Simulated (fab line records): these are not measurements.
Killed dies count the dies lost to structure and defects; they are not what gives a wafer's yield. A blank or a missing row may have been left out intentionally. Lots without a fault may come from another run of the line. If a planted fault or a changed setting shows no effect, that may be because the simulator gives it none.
Which of the tools did it?	flow n5-finfet	12 lots, 36 wafers sampled, at 1 step of a route of 1938

WHAT EACH GAUGE READ, for each wafer
N5_BEOL_M11_OVL_MEAS_29.
lot	measured	on	V10_OVL (nm)
L076	day 11 06:20	overlay-02	1.0 0.3 1.3
L075	day 12 03:39	overlay-02	-0.6 -0.8 -0.7
L083	day 13 00:16	overlay-01	-1.2 0.5 -0.1
L080	day 13 13:59	overlay-02	-0.3 -0.4 0.7
L084	day 13 22:06	overlay-01	-1.4 -2.0 -1.6
L087	day 14 05:32	overlay-01	-1.4 -1.3 -2.0
L086	day 14 18:31	overlay-01	-0.2 0.4 0.1
L090	day 15 01:48	overlay-01	0.1 -1.0 -0.4
L091	day 15 21:41	overlay-01	-2.2 -0.6 -0.9
L093	day 16 01:44	overlay-02	0.0 0.0 0.2
L095	day 16 11:20	overlay-01	0.4 -0.5 0.3
L097	day 17 08:56	overlay-01	-1.5 -2.2 -0.9

WHAT TOOL EACH LOT RAN ON (gives the tool, then ch and the chambers of the sampled wafers, and finally the start)
Record: no process step prior to these readings.

THE ANSWER, worked out from the rows above alone
Rule: usual is defined by the lots themselves. Put in order of their means at a reading, lots are off if they are a third of the lots or fewer, leave a main group of 4 or more, and stand apart from it by a gap of 3 or more times the standard deviation of the main group's means; of several such gaps the widest counts. A main group is skipped when, at the precision printed for the reading in the tables above, its means are all equal. Also off: a lot with no number at a reading for which 4 or more lots have one. Any other lot the step has rows for is counted as sound.
None of the lots is off at any reading shown; this tells nothing.

WHAT HAD BEEN PUT IN BY THE SIMULATOR
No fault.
